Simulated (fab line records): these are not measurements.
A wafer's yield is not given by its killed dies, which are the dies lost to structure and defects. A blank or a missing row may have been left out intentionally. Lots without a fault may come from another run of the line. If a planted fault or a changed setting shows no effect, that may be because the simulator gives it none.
fab line records	flow nand_harc
record: lots: 11	wafers: 33	last_day: 25
route steps=1159 shown A_STAIRCASE@741 A_SGD_CUT@761 END@1159
lots untouched by any fault: they come from a run of this same line in which no faults occurred
start_h: hours from the record's first day to the start of the lot's first wafer shown	wait_h: time in hours since the lot's previous step	" same as the row above	L1.1+2: one row covering several wafers at once	- value missing, or start not given	* or withheld: withheld	< > ~ a bound
route shown NAME@n: names a module that has steps shown in the file, with the first one's number in the route	usual: the fault-free wafers' mean and standard deviation	same: alike in all rows	chamber/n: place in a boat	sites: the reading at each site	_std_site: the values' standard deviation	_edge_site: the outer-site mean with the inner-site mean subtracted	radius_mm: how far each site lies from the wafer's centre	mask NAME#n: copy n	behind: the most recent tool/chamber to have shaped the wafer	hold: why the lot went on hold/how many hours it stayed there/how the hold came to an end	device: the n, p or np transistor that did not switch	end of line: at the end of the route, the tests of the same wafers	a step with no rows: only its recipe	killed: at the first sort, the dies lost to defects and structure; wafer yield is something else	map: dies across one wafer; x = killed, . = not, _ = none there
set.NAME: the setting the step ran with; set.NAME@STEP: the setting that earlier step ran with	model.NAME: the simulator's own value behind a step, which no gauge read
route steps across a sampled set of lots; one table per step, one row per wafer
services: when a tool's chamber went out of use (start_h, in hours from the record's first day, below 0 if earlier), for how many hours, and the reason
== steps ==
step: NHARC_A_STAIRCASE_STRIP_475
recipe: time_s: 20	o2_flow_sccm: 500	ar_flow_sccm: 0	bias_w: 0	chemistry: O2
usual: drypump_motor_current_A: 5.7/0.49	oes_product_au: 1.002/0.015	rf_vpp_V: 57.6/0.82	showerhead_plenum_p_Torr: 3.41/0.13	throttle_valve_pct: 17.037/0.0085
lot.wafer	tool	chamber	start_h	wait_h	drypump_motor_current_A	oes_product_au	rf_hours_counter_h	rf_vpp_V	showerhead_plenum_p_Torr	throttle_valve_pct
L402.2	rie_diel-13	0	-	-	6.2	1.012	11	57.5	3.35	17.028
L402.4	"	1	"	"	6.0	0.975	11	57.6	3.44	17.048
L402.6	"	1	"	"	6.0	0.984	-	57.4	3.44	17.043
L404.4	rie_diel-05	3	-	-	5.8	1.014	48	59.4	3.41	17.039
L404.1	"	0	"	"	5.4	0.991	55	57.4	3.38	17.041
L404.6	"	2	"	"	6.1	1.009	-	57.6	3.44	17.024
L406.3	rie_diel-08	2	-	-	5.0	0.988	2	56.9	3.36	17.040
L406.6	"	3	"	"	5.3	1.024	-	56.5	3.29	17.047
L406.5	"	0	"	"	5.4	1.003	-	57.6	3.37	17.022
L407.1	rie_diel-08	3	-	-	5.3	1.007	8	57.1	3.29	17.037
L407.2	"	1	"	"	6.0	1.007	7	57.7	3.32	17.028
L407.5	"	3	"	"	5.3	1.014	-	56.9	3.29	17.050
L410.4	rie_diel-08	1	-	-	6.0	1.017	17	56.6	3.31	17.027
L410.3	"	2	"	"	5.0	0.989	18	56.8	3.35	17.034
L410.5	"	0	"	"	5.4	0.988	-	56.4	3.37	17.041
L412.2	rie_diel-08	0	-	-	5.4	0.993	18	57.2	3.37	17.024
L412.1	"	2	"	"	5.0	0.982	22	58.2	3.35	17.019
L412.6	"	0	"	"	5.4	0.989	-	56.7	3.37	17.044
L413.3	rie_diel-05	0	370.59	0.2	5.4	0.996	8	58.0	3.37	17.039
L413.2	"	1	"	"	6.6	1.019	8	58.6	3.69	17.034
L413.1	"	2	"	"	6.1	1.006	7	58.2	3.43	17.036
L411.2	rie_diel-08	1	-	-	6.0	1.006	23	57.3	3.31	17.026
L411.3	"	2	"	"	5.0	0.985	23	57.2	3.34	17.039
L411.5	"	2	"	"	5.0	0.983	-	56.7	3.34	17.027
L419.2	rie_diel-13	3	-	-	6.2	0.998	49	58.7	3.75	17.038
L419.3	"	0	"	"	6.2	1.004	42	57.9	3.33	17.046
L419.5	"	1	"	"	6.0	0.989	-	58.3	3.42	17.040
L424.3	rie_diel-13	2	-	-	5.0	0.968	67	56.7	3.43	17.042
L424.6	"	1	"	"	6.0	0.975	-	57.9	3.41	17.030
L424.5	"	2	"	"	5.0	0.978	-	58.3	3.43	17.019
L425.1	rie_diel-08	1	452.71	0.2	6.0	1.008	55	58.0	3.29	17.027
L425.6	"	0	"	"	5.4	0.995	-	57.7	3.35	17.049
L425.5	"	1	"	"	6.0	1.003	-	57.6	3.29	17.030
step: NHARC_A_SGD_CUT_DESCUM_14
recipe: time_s: 3	o2_flow_sccm: 200	ar_flow_sccm: 0	bias_power_w: 0	chemistry: O2
usual: drypump_motor_current_A: 5.6/0.33	oes_product_au: 0.997/0.011	rf_vpp_V: 57.8/0.89	showerhead_plenum_p_Torr: 1.92/0.077	throttle_valve_pct: 11.312/0.0096
lot.wafer	tool	chamber	start_h	wait_h	drypump_motor_current_A	oes_product_au	rf_hours_counter_h	rf_vpp_V	showerhead_plenum_p_Torr	throttle_valve_pct
L402.4	rie_diel-01	2	309.92	0.1	5.4	0.999	17	57.7	1.90	11.305
L402.2	"	3	"	"	4.9	0.983	17	58.1	1.84	11.311
L402.6	"	2	"	"	5.4	1.008	-	55.8	1.90	11.311
L404.1	rie_diel-11	3	317.99	0.1	5.8	1.012	9	58.0	1.83	11.306
L404.4	"	0	"	"	5.6	0.986	7	57.1	1.96	11.309
L404.6	"	2	"	"	6.0	1.001	-	56.9	1.78	11.317
L406.3	rie_diel-04	2	318.33	0.1	5.4	1.015	2	56.7	1.95	11.304
L406.5	"	1	"	"	5.7	0.978	-	58.9	1.95	11.319
L406.6	"	2	"	"	5.4	1.013	-	59.1	1.95	11.320
L407.2	rie_diel-11	2	329.07	0.1	6.0	1.014	9	58.0	1.78	11.319
L407.1	"	0	"	"	5.7	1.001	7	58.6	1.96	11.311
L407.5	"	1	"	"	5.6	1.013	-	58.6	2.05	11.309
L410.4	rie_diel-11	0	361.07	0.1	5.6	0.989	10	58.4	1.96	11.319
L410.3	"	1	"	"	5.6	1.015	12	58.8	2.05	11.307
L410.5	"	3	"	"	5.8	0.997	-	56.7	1.83	11.317
L412.1	rie_diel-01	3	371.30	0.1	4.9	0.988	4	57.0	1.83	11.302
L412.2	"	1	"	"	5.7	0.980	5	57.5	1.97	11.319
L412.6	"	3	"	"	4.9	0.988	-	56.3	1.83	11.312
L413.1	rie_diel-04	1	372.28	0.1	5.7	0.990	6	59.3	1.94	11.315
L413.3	"	2	"	"	5.4	1.002	6	58.0	1.95	11.320
L413.2	"	3	"	"	5.9	1.004	7	57.9	1.94	11.322
L411.3	rie_diel-01	2	373.04	0.1	5.4	1.004	5	57.7	1.90	11.319
L411.2	"	1	"	"	5.7	0.991	6	57.4	1.97	11.311
L411.5	"	2	"	"	5.4	1.006	-	58.0	1.90	11.303
L419.2	rie_diel-11	0	414.76	0.1	5.7	0.991	2	56.4	1.96	11.313
L419.3	"	1	"	"	5.6	0.991	2	57.8	2.05	11.318
L419.5	"	3	"	"	5.8	1.008	-	56.9	1.83	11.297
L424.3	rie_diel-04	2	454.04	0.1	5.4	0.999	15	56.7	1.94	11.312
L424.6	"	1	"	"	5.7	1.001	-	58.6	1.94	11.311
L424.5	"	2	"	"	5.4	1.014	-	57.7	1.94	11.312
L425.1	rie_diel-01	3	454.40	0.1	4.8	0.979	15	58.1	1.83	11.297
L425.6	"	3	"	"	4.9	0.983	-	56.7	1.83	11.309
L425.5	"	2	"	"	5.4	0.998	-	58.4	1.90	11.316
step: NHARC_A_SGD_CUT_ETCH_58
recipe: target_depth_a: 390	over_etch_frac: 0.3	time_s: 65	ion_energy_ev: 80	cf4_flow_sccm: 150	ar_flow_sccm: 0	rf_w: 300	bias_w: 100	chemistry: CF4
usual: drypump_motor_current_A: 5.6/0.33	oes_product_au: 0.998/0.01	rf_vpp_V: 151.4/1.1	showerhead_plenum_p_Torr: 1.78/0.069	throttle_valve_pct: 13.284/0.0095
lot.wafer	tool	chamber	start_h	wait_h	drypump_motor_current_A	oes_product_au	rf_hours_counter_h	rf_vpp_V	showerhead_plenum_p_Torr	throttle_valve_pct
L402.2	rie_diel-01	2	310.01	0.1	5.4	1.006	17	151.5	1.76	13.280
L402.4	"	3	"	"	4.9	0.971	17	150.9	1.70	13.282
L402.6	"	2	"	"	5.4	1.013	-	150.1	1.76	13.292
L404.4	rie_diel-11	3	318.22	0.2	5.7	1.008	9	149.6	1.70	13.290
L404.1	"	1	"	"	5.6	0.996	9	152.4	1.89	13.279
L404.6	"	3	"	"	5.7	1.008	-	151.0	1.70	13.271
L406.3	rie_diel-04	3	318.46	0.1	5.8	1.007	2	152.3	1.80	13.286
L406.6	"	1	"	"	5.7	0.984	-	151.0	1.80	13.273
L406.5	"	2	"	"	5.4	1.014	-	152.4	1.80	13.282
L407.2	rie_diel-11	1	329.15	0.1	5.6	1.008	10	152.6	1.89	13.270
L407.1	"	3	"	"	5.7	1.002	10	149.9	1.70	13.288
L407.5	"	1	"	"	5.6	1.011	-	153.1	1.89	13.273
L410.3	rie_diel-11	3	361.15	0.1	5.8	1.000	12	150.8	1.70	13.274
L410.4	"	0	"	"	5.6	1.001	10	151.6	1.81	13.292
L410.5	"	2	"	"	6.1	1.020	-	151.3	1.66	13.277
L412.1	rie_diel-01	2	371.40	0.1	5.4	0.998	5	151.3	1.76	13.289
L412.2	"	3	"	"	4.9	1.000	5	149.8	1.70	13.289
L412.6	"	0	"	"	5.3	1.009	-	151.7	1.82	13.280
L413.3	rie_diel-04	1	372.37	0.1	5.7	0.992	6	150.8	1.79	13.281
L413.1	"	2	"	"	5.4	1.009	6	149.5	1.80	13.276
L413.2	"	3	"	"	5.8	1.017	7	150.9	1.79	13.292
L411.2	rie_diel-01	0	373.13	0.1	5.3	0.992	5	152.6	1.82	13.288
L411.3	"	2	"	"	5.4	1.008	5	150.4	1.76	13.263
L411.5	"	1	"	"	5.7	0.980	-	151.7	1.82	13.281
L419.3	rie_diel-11	2	414.85	0.1	6.0	1.002	3	150.2	1.65	13.297
L419.2	"	3	"	"	5.8	1.002	3	149.4	1.70	13.279
L419.5	"	0	"	"	5.6	0.799	-	151.7	1.81	13.272
L424.3	rie_diel-04	3	454.14	0.1	5.8	0.998	15	149.8	1.79	13.278
L424.5	"	0	"	"	6.2	0.991	-	153.7	1.88	13.280
L424.6	"	1	"	"	5.7	0.995	-	150.1	1.79	13.266
L425.1	rie_diel-01	3	454.51	0.1	4.8	0.989	15	150.1	1.70	13.304
L425.5	"	2	"	"	5.4	1.005	-	151.5	1.76	13.279
L425.6	"	3	"	"	4.9	0.991	-	151.5	1.70	13.289
step: NHARC_A_SGD_CUT_CMP_21
recipe: target_thk_nm: 148.19
usual: motor_current_A: 12.6/1.3	retaining_ring_pressure_frac: 1.000/0.0047	time_to_endpoint_s: 48/3.3
lot.wafer	tool	chamber	start_h	wait_h	motor_current_A	retaining_ring_pressure_frac	time_to_endpoint_s
L402.2	cmp-02	0	316.75	0.4	12.4	1.002	56
L402.4	"	1	"	"	12.6	0.997	50
L402.6	"	2	"	"	12.9	0.997	54
L404.4	cmp-03	3	326.04	0.5	10.4	1.001	43
L404.1	"	0	"	"	13.1	0.995	44
L404.6	"	0	"	"	13.3	0.991	43
L406.3	cmp-01	3	326.11	0.5	14.5	1.002	51
L406.6	"	2	"	"	11.7	1.006	48
L406.5	"	3	"	"	14.8	1.001	50
L407.2	cmp-01	3	337.20	0.4	14.8	1.004	50
L407.1	"	1	"	"	14.1	1.003	48
L407.5	"	2	"	"	11.5	0.993	50
L410.4	cmp-01	0	368.51	0.4	12.3	0.995	43
L410.3	"	2	"	"	12.3	0.992	48
L410.5	"	0	"	"	12.3	1.004	43
L413.2	cmp-03	2	380.96	0.4	10.9	1.000	48
L413.1	"	3	"	"	9.7	1.008	43
L413.3	"	1	"	"	13.0	1.001	43
L411.3	cmp-02	2	380.96	0.4	12.0	1.004	49
L411.2	"	3	"	"	12.5	0.998	50
L411.5	"	3	"	"	12.3	0.999	49
L412.2	cmp-01	0	380.98	0.4	12.8	0.989	46
L412.1	"	2	"	"	11.7	0.999	50
L412.6	"	3	"	"	15.3	1.001	54
L419.3	cmp-02	2	420.64	0.4	12.1	1.002	50
L419.2	"	0	"	"	12.3	1.000	51
L419.5	"	2	"	"	12.4	1.008	51
L424.3	cmp-02	1	459.54	0.4	12.7	0.994	45
L424.5	"	0	"	"	12.5	1.002	52
L424.6	"	1	"	"	11.8	0.995	43
L425.1	cmp-01	0	459.59	0.4	12.7	0.992	47
L425.6	"	0	"	"	12.4	0.999	47
L425.5	"	1	"	"	14.4	1.007	48
step: NHARC_END_SORT_01
recipe: temp_c: 25
usual: killed_at_array: 27/11	killed_at_other: 0.7/1.1	killed_at_periphery: 3.6/2.4	killed_dies: 32/11	killed_open: 3.3/1.8	killed_short: 2.1/1.5
same: gross_dies: 677
lot.wafer	tool	chamber	start_h	wait_h	killed_at_array	killed_at_other	killed_at_periphery	killed_dies	killed_open	killed_short
L419.2	prober-01	0	552.99	2.8	16	0	4	20	5	1
L419.3	prober-01	0	553.79	3.1	14	0	0	14	2	2
L419.5	prober-01	0	555.38	3.7	649	2	8	659	4	1
killed by level:class
L419.2 A_CHANNEL_HOLE_D1:chamber_film_flake=5 A_ZERO_WELL:chamber_film_flake=3 A_CONTACT:chamber_film_flake=3 A_STAIRCASE:chamber_film_flake=2 P_GATE:geometric_particle:open=1 P_M0:geometric_particle:open=1 P_M1:geometric_particle:open=1 A_CHANNEL_HOLE_D1:geometric_particle:open=1
L419.3 A_CHANNEL_HOLE_D1:chamber_film_flake=4 A_STAIRCASE:chamber_film_flake=4 A_ONON_D1:geometric_particle:short=1 A_CHANNEL_FILL_D1:geometric_particle:short=1 A_CHANNEL_FILL_D1:geometric_particle:open=1 A_WL_FILL:geometric_particle:open=1 A_ZERO_WELL:chamber_film_flake=1 A_CONTACT:chamber_film_flake=1
L419.5 A_SGD_CUT:area_etch=639 A_CONTACT:chamber_film_flake=6 P_M0:geometric_particle:open=4 A_STAIRCASE:chamber_film_flake=2 THIN_TSV:chamber_film_flake=2 P_M0:geometric_particle:short=1 P_ZERO_WELL:chamber_film_flake=1 P_M0:chamber_film_flake=1
== services ==
tool	chamber	start_h	hours	kind
rie_diel-08	3	287.17	3.8	repair
rie_diel-04	-	288.90	9.0	pm
rie_diel-11	0	293.37	1.8	repair
cmp-01	-	311.70	6.7	repair
rie_diel-01	-	314.80	9.0	pm
rie_diel-04	0	317.68	2.6	repair
rie_diel-11	0	320.51	2.8	repair
cmp-02	-	323.24	3.2	repair
rie_diel-08	0	328.04	12.9	repair
rie_diel-11	0	336.20	3.0	repair
rie_diel-11	3	355.45	3.2	repair
rie_diel-11	-	366.50	9.0	pm
cmp-01	-	370.71	5.2	repair
cmp-01	-	375.93	4.0	pm
cmp-01	-	385.36	3.8	repair
rie_diel-01	0	417.19	1.7	repair
cmp-02	-	424.41	4.0	pm
rie_diel-11	0	426.00	19.1	repair
cmp-02	-	429.89	0.8	repair
rie_diel-04	1	436.02	14.3	repair
rie_diel-01	0	443.66	13.7	repair
rie_diel-13	-	453.05	9.0	pm
cmp-02	-	455.94	0.7	repair
rie_diel-01	1	457.88	3.1	repair
== key ==
first_sign: step: NHARC_A_SGD_CUT_ETCH_58	reading: oes_product_au	direction: down	sigmas: 19	usual: 0.998	struck: 0.799
effect: step: NHARC_END_SORT_01	reading: killed_at_array	direction: up	sigmas: 58	usual: 27	struck: 649
more_kills_born_at: NHARC_A_SGD_CUT_ETCH_58@rie_diel-11: 639
met_at NHARC_A_SGD_CUT_ETCH_58
struck_lots L419
struck_wafers L419.5
later_rows_left_out L419.5
tester_left_out L419
not_acting_at NHARC_A_STAIRCASE_STRIP_475,NHARC_A_SGD_CUT_DESCUM_14,NHARC_A_SGD_CUT_CMP_21
onset_between 361.15 414.85
fault: kind: process_parameter_drift	tool: rie_diel-11	chamber: 0	onset_h: 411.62	steps: NHARC_A_SGD_CUT_ETCH_58	channel: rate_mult	offset: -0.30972	shape: step	end_h: 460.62
tester_left_out: of these lots the tester's yield and bins aren't shown, on N5 and GAA mostly nor the transistor test; their killed dies are dies lost to structure and defects alone, not to doping, threshold or leakage, so they don't give the yield
later_rows_left_out: the simulator's readings of these wafers behind a module that went badly wrong aren't trusted and aren't shown, but for the sort
